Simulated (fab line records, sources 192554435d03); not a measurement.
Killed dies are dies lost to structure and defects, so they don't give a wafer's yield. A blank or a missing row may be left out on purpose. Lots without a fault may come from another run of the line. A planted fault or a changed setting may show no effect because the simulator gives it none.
Which tool did it? | flow n5_finfet | 24 lots, 72 wafers sampled, at 6 steps of a route of 1938

WHAT THE GAUGES READ, wafer by wafer
N5_STI_FIN_REVEAL_THK_MEAS_05. Usual: thk_nm 132.2 nm, standard deviation 0.91.
lot  | measured    | on            | thk_nm (nm)       | flag
L074 | day 2 12:00 | film_metro-01 | 132.4 131.4 132.6 |
L075 | day 2 15:59 | film_metro-01 | 131.6 131.5 132.4 |
L076 | day 2 23:37 | film_metro-02 | 131.7 132.4 132.0 |
L077 | day 3 04:44 | film_metro-02 | 130.9 132.6 130.4 |
L078 | day 3 10:43 | film_metro-01 | 131.6 132.2 130.8 |
L079 | day 3 19:15 | film_metro-01 | 130.8 131.8 131.7 |
L080 | day 3 22:10 | film_metro-01 | 132.8 132.4 133.1 |
L081 | day 4 06:19 | film_metro-02 | 132.8 129.9 133.6 |
L082 | day 4 12:26 | film_metro-01 | 131.5 132.2 132.7 |
L083 | day 4 19:29 | film_metro-01 | 130.8 131.9 131.4 |
L084 | day 5 03:53 | film_metro-02 | 132.1 133.0 131.5 |
L085 | day 5 11:22 | film_metro-02 | 132.9 132.7 131.9 |
L086 | day 5 11:45 | film_metro-01 | 132.5 132.7 131.6 |
L087 | day 5 16:38 | film_metro-01 | 132.3 131.7 131.6 |
L088 | day 5 22:45 | film_metro-01 | 133.3 134.1 133.8 |
L089 | day 6 03:35 | film_metro-02 | 132.0 132.6 131.6 |
L090 | day 6 11:40 | film_metro-02 | 130.3 132.8 131.6 |
L091 | day 6 15:55 | film_metro-02 | 132.9 131.3 131.5 |
L092 | day 6 21:59 | film_metro-02 | 130.8 131.3 132.5 |
L093 | day 7 04:50 | film_metro-02 | 133.6 132.7 132.3 |
L094 | day 7 09:26 | film_metro-02 | 133.7 133.5 133.7 |
L095 | day 7 14:41 | film_metro-01 | 131.6 132.0 131.5 |
L096 | day 8 04:48 | film_metro-02 | 133.8 133.1 132.4 |
L097 | day 8 05:02 | film_metro-01 | 133.5 132.5 131.9 |

N5_STI_FIN_REVEAL_CD_MEAS_22: target cd 6.238 nm, pitch 28 nm. Usual: cd_nm 6.18 nm, standard deviation 0.27.
lot  | measured    | on        | cd_nm (nm)     | flag
L074 | day 2 15:25 | cd_sem-03 | 6.64 5.76 6.40 |
L075 | day 2 19:13 | cd_sem-02 | 5.66 6.48 6.26 |
L076 | day 3 02:50 | cd_sem-03 | 6.11 6.26 6.11 |
L077 | day 3 07:55 | cd_sem-02 | 6.55 6.17 6.60 |
L078 | day 3 14:08 | cd_sem-01 | 6.41 6.61 6.36 |
L079 | day 3 22:25 | cd_sem-03 | 6.07 5.65 6.10 |
L080 | day 4 01:29 | cd_sem-03 | 5.66 6.01 5.59 |
L081 | day 4 09:40 | cd_sem-02 | 5.93 5.95 6.42 |
L082 | day 4 16:01 | cd_sem-03 | 6.55 6.41 6.18 |
L083 | day 4 22:49 | cd_sem-02 | 6.08 6.04 5.94 |
L084 | day 5 07:40 | cd_sem-01 | 6.21 6.74 5.86 |
L085 | day 5 14:35 | cd_sem-03 | 6.56 6.12 6.13 |
L086 | day 5 15:04 | cd_sem-01 | 6.06 5.94 6.00 |
L087 | day 5 19:56 | cd_sem-01 | 6.50 6.27 6.45 |
L088 | day 6 02:14 | cd_sem-03 | 6.82 6.30 5.98 |
L089 | day 6 06:56 | cd_sem-03 | 6.18 6.03 6.38 |
L090 | day 6 15:11 | cd_sem-01 | 6.14 5.85 5.99 |
L091 | day 6 19:53 | cd_sem-02 | 6.59 6.17 6.21 |
L092 | day 7 01:45 | cd_sem-02 | 5.83 6.66 6.47 |
L093 | day 7 10:46 | cd_sem-01 | 6.38 5.95 6.31 |
L094 | day 7 12:46 | cd_sem-03 | 6.36 6.01 5.96 |
L095 | day 7 18:26 | cd_sem-02 | 5.70 6.00 6.14 |
L096 | day 8 09:43 | cd_sem-03 | 6.13 6.19 6.01 |
L097 | day 8 10:11 | cd_sem-02 | 5.99 6.00 6.14 |

WHICH TOOL RAN EACH LOT (tool, then ch and the chambers of the sampled wafers, then the start)
lot  | N5_FIN_CUT_STRIP_24               | N5_FIN_CUT_PRECLEAN_35            | N5_FIN_CUT_CUT_ETCH_28          | N5_STI_FIN_REVEAL_OXIDATION_33
L074 | rie_diel-02 ch 1,2, day 2 06:05   | vapor_etch-01 ch 1, day 2 06:13   | rie_si-03 ch 0,1,3, day 2 06:21 | plasma_asher-01 ch 0, day 2 15:16
L075 | rie_diel-02 ch 0,3, day 2 09:59   | vapor_etch-02 ch 0,1, day 2 10:07 | rie_si-02 ch 0,2,3, day 2 10:14 | plasma_asher-01 ch 0,1, day 2 19:04
L076 | rie_diel-05 ch 0,2,3, day 2 17:01 | vapor_etch-01 ch 0,1, day 2 17:08 | rie_si-03 ch 2,3, day 2 17:17   | plasma_asher-01 ch 0,1, day 3 02:40
L077 | rie_diel-06 ch 0,2,3, day 2 22:38 | vapor_etch-02 ch 0,1, day 2 22:46 | rie_si-06 ch 1,2,3, day 2 22:55 | plasma_asher-02 ch 0,1, day 3 07:46
L078 | rie_diel-02 ch 1,2, day 3 04:46   | vapor_etch-02 ch 0,1, day 3 04:55 | rie_si-06 ch 0,1,2, day 3 05:02 | plasma_asher-02 ch 0,1, day 3 13:58
L079 | rie_diel-06 ch 1,2,3, day 3 11:41 | vapor_etch-01 ch 0,1, day 3 11:50 | rie_si-02 ch 0,1,2, day 3 11:58 | plasma_asher-01 ch 0,1, day 3 22:16
L080 | rie_diel-05 ch 2,3, day 3 16:08   | vapor_etch-01 ch 0,1, day 3 16:17 | rie_si-03 ch 1,3, day 3 16:25   | plasma_asher-02 ch 1, day 4 01:18
L081 | rie_diel-05 ch 0,2,3, day 3 23:46 | vapor_etch-02 ch 0,1, day 4 00:12 | rie_si-03 ch 1,2,3, day 4 00:20 | plasma_asher-01 ch 0,1, day 4 09:30
L082 | rie_diel-02 ch 2,3, day 4 05:57   | vapor_etch-02 ch 0,1, day 4 06:06 | rie_si-06 ch 0,3, day 4 06:13   | plasma_asher-01 ch 0,1, day 4 15:52
L083 | rie_diel-02 ch 0,2,3, day 4 12:49 | vapor_etch-01 ch 0, day 4 12:57   | rie_si-03 ch 2,3, day 4 13:05   | plasma_asher-01 ch 0,1, day 4 22:39
L084 | rie_diel-05 ch 0,3, day 4 21:31   | vapor_etch-02 ch 0,1, day 4 21:38 | rie_si-02 ch 2,3, day 4 21:47   | plasma_asher-01 ch 0, day 5 07:30
L085 | rie_diel-02 ch 0,1,2, day 5 05:24 | vapor_etch-01 ch 0,1, day 5 05:32 | rie_si-03 ch 1,2,3, day 5 05:40 | plasma_asher-02 ch 0,1, day 5 14:25
L086 | rie_diel-06 ch 0,1,2, day 5 05:43 | vapor_etch-01 ch 0,1, day 5 05:58 | rie_si-02 ch 1,2, day 5 06:05   | plasma_asher-01 ch 0,1, day 5 14:54
L087 | rie_diel-02 ch 0,1, day 5 10:43   | vapor_etch-01 ch 0,1, day 5 10:51 | rie_si-02 ch 0,1,3, day 5 10:59 | plasma_asher-02 ch 0,1, day 5 19:43
L088 | rie_diel-06 ch 1,3, day 5 16:47   | vapor_etch-01 ch 0,1, day 5 16:55 | rie_si-03 ch 0,2,3, day 5 17:03 | plasma_asher-02 ch 0,1, day 6 02:04
L089 | rie_diel-02 ch 2,3, day 5 21:40   | vapor_etch-02 ch 1, day 5 21:48   | rie_si-06 ch 1,2, day 5 21:56   | plasma_asher-02 ch 0, day 6 06:46
L090 | rie_diel-02 ch 1,2,3, day 6 05:45 | vapor_etch-01 ch 0,1, day 6 05:55 | rie_si-03 ch 0,3, day 6 06:01   | plasma_asher-02 ch 0,1, day 6 15:02
L091 | rie_diel-02 ch 0,1,2, day 6 09:59 | vapor_etch-02 ch 0,1, day 6 10:07 | rie_si-02 ch 0,1, day 6 10:16   | plasma_asher-02 ch 0,1, day 6 19:44
L092 | rie_diel-06 ch 0,1, day 6 16:02   | vapor_etch-01 ch 0,1, day 6 16:10 | rie_si-03 ch 0,1,3, day 6 16:20 | plasma_asher-01 ch 0,1, day 7 01:35
L093 | rie_diel-05 ch 0,1,3, day 6 21:56 | vapor_etch-01 ch 0,1, day 6 22:04 | rie_si-03 ch 1,2, day 6 22:13   | plasma_asher-01 ch 0,1, day 7 10:36
L094 | rie_diel-05 ch 0,2, day 7 02:49   | vapor_etch-02 ch 0,1, day 7 02:57 | rie_si-03 ch 0,1,2, day 7 03:05 | plasma_asher-01 ch 0,1, day 7 12:37
L095 | rie_diel-05 ch 0,1,3, day 7 08:47 | vapor_etch-02 ch 0,1, day 7 08:55 | rie_si-03 ch 0,2,3, day 7 09:02 | plasma_asher-01 ch 0,1, day 7 18:17
L096 | rie_diel-05 ch 0,1, day 7 21:43   | vapor_etch-01 ch 0,1, day 7 21:51 | rie_si-03 ch 2,3, day 7 21:59   | plasma_asher-01 ch 0,1, day 8 09:33
L097 | rie_diel-02 ch 0,1, day 7 22:05   | vapor_etch-02 ch 0,1, day 7 22:13 | rie_si-02 ch 0,1, day 7 22:21   | plasma_asher-02 ch 0,1, day 8 10:01
- N5_FIN_CUT_STRIP_24: strips in CF4.
- N5_FIN_CUT_PRECLEAN_35: cleans in vHF, time 13.3 s.
- N5_FIN_CUT_CUT_ETCH_28: etches Si in HBr/Cl2/O2, target depth 6 nm, time 2.4 s.
- N5_STI_FIN_REVEAL_OXIDATION_33: chemistry O2 PLASMA REMOTE, time 20 s.

WHAT THE TOOLS THEMSELVES READ (means of the sampled wafers that have a number; where no wafer has one, the mark that the record gives instead)
N5_FIN_CUT_STRIP_24. Usual: drypump_motor_current_A 5.8 A, standard deviation 0.47; oes_product_au 0.77 a.u., standard deviation 0.085; power_w 299.9 W, standard deviation 0.92; rf_vpp_V 271.4 V, standard deviation 1.5; showerhead_plenum_p_Torr 1.80 Torr, standard deviation 0.06; throttle_valve_pct 13.64 %, standard deviation 0.23.
lot  | tool        | drypump_motor_current_A (A) | oes_product_au (a.u.) | power_w (W) | rf_vpp_V (V) | showerhead_plenum_p_Torr (Torr) | throttle_valve_pct (%) | flag
L074 | rie_diel-02 | 5.7                         | 0.79                  | 299.0       | 269.6        | 1.72                            | 13.53                  |
L075 | rie_diel-02 | 5.5                         | 0.69                  | 300.3       | 272.1        | 1.84                            | 13.90                  |
L076 | rie_diel-05 | 5.6                         | 0.75                  | 299.3       | 272.3        | 1.81                            | 13.63                  |
L077 | rie_diel-06 | 5.8                         | 0.73                  | 300.2       | 269.5        | 1.75                            | 13.88                  |
L078 | rie_diel-02 | 6.1                         | 0.73                  | 299.2       | 270.5        | 1.71                            | 13.66                  |
L079 | rie_diel-06 | 6.2                         | 0.73                  | 299.6       | 270.6        | 1.78                            | 13.91                  |
L080 | rie_diel-05 | 5.4                         | 0.75                  | 300.7       | 271.5        | 1.81                            | 13.50                  |
L081 | rie_diel-05 | 5.6                         | 0.75                  | 299.4       | 272.3        | 1.81                            | 13.67                  |
L082 | rie_diel-02 | 5.3                         | 0.87                  | 299.9       | 270.8        | 1.76                            | 13.50                  |
L083 | rie_diel-02 | 5.5                         | 0.82                  | 299.9       | 271.5        | 1.80                            | 13.50                  |
L084 | rie_diel-05 | 5.6                         | 0.72                  | 300.2       | 271.3        | 1.77                            | 13.68                  |
L085 | rie_diel-02 | 6.0                         | 0.82                  | 299.4       | 272.2        | 1.83                            | 13.40                  |
L086 | rie_diel-06 | 5.9                         | 0.74                  | 301.1       | 271.1        | 1.76                            | 13.90                  |
L087 | rie_diel-02 | 6.3                         | 0.78                  | 299.4       | 272.7        | 1.87                            | 13.39                  |
L088 | rie_diel-06 | 6.1                         | 0.73                  | 300.4       | 270.9        | 1.74                            | 13.85                  |
L089 | rie_diel-02 | 5.3                         | 0.84                  | 299.2       | 271.0        | 1.76                            | 13.53                  |
L090 | rie_diel-02 | 5.7                         | 0.88                  | 300.0       | 272.7        | 1.82                            | 13.46                  |
L091 | rie_diel-02 | 6.0                         | 0.80                  | 300.2       | 272.2        | 1.82                            | 13.41                  |
L092 | rie_diel-06 | 6.1                         | 0.76                  | 299.3       | 269.9        | 1.74                            | 13.82                  |
L093 | rie_diel-05 | 5.5                         | 0.70                  | 299.8       | 271.8        | 1.79                            | 13.62                  |
L094 | rie_diel-05 | 5.9                         | 0.72                  | 299.1       | 270.9        | 1.80                            | 13.89                  |
L095 | rie_diel-05 | 5.5                         | 0.70                  | 300.0       | 270.9        | 1.79                            | 13.62                  |
L096 | rie_diel-05 | 5.7                         | 0.69                  | 300.5       | 271.2        | 1.82                            | 13.72                  |
L097 | rie_diel-02 | 6.3                         | 0.75                  | 300.4       | 272.4        | 1.86                            | 13.42                  |

N5_FIN_CUT_PRECLEAN_35. Usual: drypump_motor_current_A 6.23 A, standard deviation 0.25; pressure_torr 125.01 Torr, standard deviation 0.26.
lot  | tool          | drypump_motor_current_A (A) | pressure_torr (Torr) | flag
L074 | vapor_etch-01 | 6.62                        | 124.93               |
L075 | vapor_etch-02 | 6.15                        | 124.74               |
L076 | vapor_etch-01 | 6.39                        | 124.91               |
L077 | vapor_etch-02 | 6.18                        | 124.77               |
L078 | vapor_etch-02 | 6.18                        | 124.87               |
L079 | vapor_etch-01 | 6.39                        | 125.11               |
L080 | vapor_etch-01 | 6.17                        | 125.15               |
L081 | vapor_etch-02 | 6.15                        | 125.15               |
L082 | vapor_etch-02 | 6.16                        | 124.93               |
L083 | vapor_etch-01 | 5.95                        | 125.13               |
L084 | vapor_etch-02 | 6.17                        | 124.91               |
L085 | vapor_etch-01 | 6.15                        | 125.15               |
L086 | vapor_etch-01 | 6.39                        | 125.07               |
L087 | vapor_etch-01 | 6.39                        | 124.94               |
L088 | vapor_etch-01 | 6.38                        | 124.88               |
L089 | vapor_etch-02 | 6.20                        | 125.35               |
L090 | vapor_etch-01 | 6.16                        | 125.41               |
L091 | vapor_etch-02 | 6.17                        | 125.07               |
L092 | vapor_etch-01 | 6.16                        | 125.05               |
L093 | vapor_etch-01 | 6.39                        | 125.08               |
L094 | vapor_etch-02 | 6.16                        | 125.35               |
L095 | vapor_etch-02 | 6.21                        | 125.04               |
L096 | vapor_etch-01 | 6.40                        | 124.87               |
L097 | vapor_etch-02 | 6.17                        | 124.75               |

N5_FIN_CUT_CUT_ETCH_28. Usual: drypump_motor_current_A 5.5 A, standard deviation 0.34; oes_product_au 1.004 a.u., standard deviation 0.0093; throttle_valve_pct 37.21 %, standard deviation 0.26.
lot  | tool      | drypump_motor_current_A (A) | oes_product_au (a.u.) | throttle_valve_pct (%) | flag
L074 | rie_si-03 | 5.3                         | 1.005                 | 37.31                  |
L075 | rie_si-02 | 5.8                         | 1.006                 | 37.17                  |
L076 | rie_si-03 | 5.4                         | 1.010                 | 37.12                  |
L077 | rie_si-06 | 5.9                         | 0.993                 | 37.29                  |
L078 | rie_si-06 | 5.6                         | 0.989                 | 37.33                  |
L079 | rie_si-02 | 5.8                         | 1.016                 | 37.00                  |
L080 | rie_si-03 | 5.4                         | 1.008                 | 37.18                  |
L081 | rie_si-03 | 5.3                         | 1.009                 | 37.10                  |
L082 | rie_si-06 | 6.0                         | 0.999                 | 37.48                  |
L083 | rie_si-03 | 5.4                         | 1.010                 | 37.12                  |
L084 | rie_si-02 | 5.7                         | 0.996                 | 37.27                  |
L085 | rie_si-03 | 5.3                         | 1.002                 | 37.10                  |
L086 | rie_si-02 | 5.8                         | 1.006                 | 36.96                  |
L087 | rie_si-02 | 5.5                         | 1.009                 | 37.13                  |
L088 | rie_si-03 | 5.3                         | 1.007                 | 37.24                  |
L089 | rie_si-06 | 5.7                         | 0.994                 | 37.42                  |
L090 | rie_si-03 | 5.4                         | 1.007                 | 37.31                  |
L091 | rie_si-02 | 5.6                         | 1.013                 | 36.98                  |
L092 | rie_si-03 | 5.3                         | 1.010                 | 37.31                  |
L093 | rie_si-03 | 5.2                         | 1.003                 | 37.05                  |
L094 | rie_si-03 | 5.2                         | 1.000                 | 37.24                  |
L095 | rie_si-03 | 5.3                         | 1.003                 | 37.23                  |
L096 | rie_si-03 | 5.4                         | 1.011                 | 37.12                  |
L097 | rie_si-02 | 5.6                         | 1.011                 | 36.97                  |

N5_STI_FIN_REVEAL_OXIDATION_33. Usual: drypump_motor_current_A 5.89 A, standard deviation 0.2; heater_power_w 143 W, standard deviation 13.
lot  | tool            | drypump_motor_current_A (A) | heater_power_w (W) | flag
L074 | plasma_asher-01 | 6.01                        | 148                |
L075 | plasma_asher-01 | 5.85                        | 137                |
L076 | plasma_asher-01 | 5.94                        | 141                |
L077 | plasma_asher-02 | 5.97                        | 140                |
L078 | plasma_asher-02 | 5.96                        | 142                |
L079 | plasma_asher-01 | 5.86                        | 137                |
L080 | plasma_asher-02 | 5.60                        | 164                |
L081 | plasma_asher-01 | 5.94                        | 141                |
L082 | plasma_asher-01 | 5.86                        | 136                |
L083 | plasma_asher-01 | 5.85                        | 136                |
L084 | plasma_asher-01 | 6.03                        | 149                |
L085 | plasma_asher-02 | 5.82                        | 152                |
L086 | plasma_asher-01 | 5.87                        | 139                |
L087 | plasma_asher-02 | 5.95                        | 142                |
L088 | plasma_asher-02 | 5.78                        | 150                |
L089 | plasma_asher-02 | 6.16                        | 131                |
L090 | plasma_asher-02 | 5.80                        | 154                |
L091 | plasma_asher-02 | 5.77                        | 150                |
L092 | plasma_asher-01 | 5.96                        | 142                |
L093 | plasma_asher-01 | 5.88                        | 138                |
L094 | plasma_asher-01 | 5.87                        | 137                |
L095 | plasma_asher-01 | 5.96                        | 143                |
L096 | plasma_asher-01 | 5.85                        | 134                |
L097 | plasma_asher-02 | 5.77                        | 152                |

THE ANSWER, worked out from the rows above alone
Rule: a lot is off if the mean of its wafers that have a number lies more than 3 standard deviations from the usual mean. A lot without any number at a reading at which 4 lots or more have one is off too. The other lots that the step has rows for count as sound. The gauges are gone through in route order, then the tools' own readings, and for those a lot's mean is taken as printed above. The first step at which some lot is off is used, and at that step the reading that is off furthest; a lot without a number counts as furthest.
No lot is off at any reading shown: from this, nothing can be told.

WHAT THE SIMULATOR HAD PUT IN
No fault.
